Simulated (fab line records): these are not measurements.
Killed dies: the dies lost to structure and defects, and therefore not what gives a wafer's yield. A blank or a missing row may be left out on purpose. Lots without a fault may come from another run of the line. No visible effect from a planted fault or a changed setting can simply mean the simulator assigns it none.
Matching of chambers :: flow nand-harc :: NHARC_A_WL_FILL_ALD_02 on ald-metal-02 has 4 sister chambers
The step deposits TiN, target thk 2 nm, pulse time 3 s, ald cycles 100. 14 wafers are shown with their chamber, then 7 later ones without.

EACH WAFER AND ITS CHAMBER
wafer: L077.2
chamber: 1
heater-power-w (W): 1226
precursor-pulse-height-rel: 1.000

wafer: L077.3
chamber: 2
heater-power-w (W): 1059
precursor-pulse-height-rel: 1.001

wafer: L077.5
chamber: 0
heater-power-w (W): 1164
precursor-pulse-height-rel: 1.008

wafer: L080.3
chamber: 1
heater-power-w (W): 1243
precursor-pulse-height-rel: 0.996

wafer: L080.5
chamber: 3
heater-power-w (W): 1061
precursor-pulse-height-rel: 0.984

wafer: L080.6
chamber: 2
heater-power-w (W): 1079
precursor-pulse-height-rel: 1.063

wafer: L085.2
chamber: 1
heater-power-w (W): 1274
precursor-pulse-height-rel: 1.004

wafer: L085.4
chamber: 3
heater-power-w (W): 1050
precursor-pulse-height-rel: 0.974

wafer: L085.6
chamber: 0
heater-power-w (W): 1137
precursor-pulse-height-rel: 0.996

wafer: L090.1
chamber: 0
heater-power-w (W): 1109
precursor-pulse-height-rel: 0.985

wafer: L090.4
chamber: 2
heater-power-w (W): 1092
precursor-pulse-height-rel: 1.019

wafer: L090.5
chamber: 3
heater-power-w (W): 978
precursor-pulse-height-rel: 1.015

wafer: L094.4
chamber: 1
heater-power-w (W): 1225
precursor-pulse-height-rel: 0.972

wafer: L094.5
chamber: 1
heater-power-w (W): 1252
precursor-pulse-height-rel: 0.981

SIGNATURES, as means of the wafers listed above
reading: heater-power-w
chamber 0: 1136.67
chamber 1: 1244.00
chamber 2: 1076.67
chamber 3: 1029.67
scatter within a chamber: 27.9

reading: precursor-pulse-height-rel
chamber 0: 0.99633
chamber 1: 0.99060
chamber 2: 1.02767
chamber 3: 0.99100
scatter within a chamber: 0.0199
Rule: for a wafer and a chamber, the distance is found by dividing, reading by reading, the gap between the wafer's reading and the chamber's mean by the reading's scatter, squaring, summing and taking the root. The wafer belongs to the nearest chamber; if the next one is less than 2 further off, it can't be placed. The scatter: take each reading less its chamber's mean, square it, sum over the shown wafers, divide by the number of wafers less the number of chambers, and take the root.

WAFERS MISSING THEIR CHAMBER
wafer: L094.6
heater-power-w (W): 1129
precursor-pulse-height-rel: 0.963

wafer: L095.2
heater-power-w (W): 1109
precursor-pulse-height-rel: 1.034

wafer: L095.3
heater-power-w (W): 1127
precursor-pulse-height-rel: 1.000

wafer: L095.6
heater-power-w (W): 1255
precursor-pulse-height-rel: 0.973

wafer: L097.3
heater-power-w (W): 1135
precursor-pulse-height-rel: 1.016

wafer: L097.4
heater-power-w (W): 1231
precursor-pulse-height-rel: 0.993

wafer: L097.6
heater-power-w (W): 1121
precursor-pulse-height-rel: 1.014

WHICH CHAMBER EACH WENT THROUGH
wafer: L094.6
from the rows above: 0
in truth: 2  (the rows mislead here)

wafer: L095.2
from the rows above: can't be placed: 2 or 0
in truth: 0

wafer: L095.3
from the rows above: can't be placed: 0 or 2
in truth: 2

wafer: L095.6
from the rows above: 1
in truth: 1

wafer: L097.3
from the rows above: can't be placed: 0 or 2
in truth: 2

wafer: L097.4
from the rows above: 1
in truth: 1

wafer: L097.6
from the rows above: can't be placed: 0 or 2
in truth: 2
Correct placement for 2 of the 7. Can't be placed from these rows: 4 (the true chamber is among the candidates in 4). Number placed wrongly: 1.
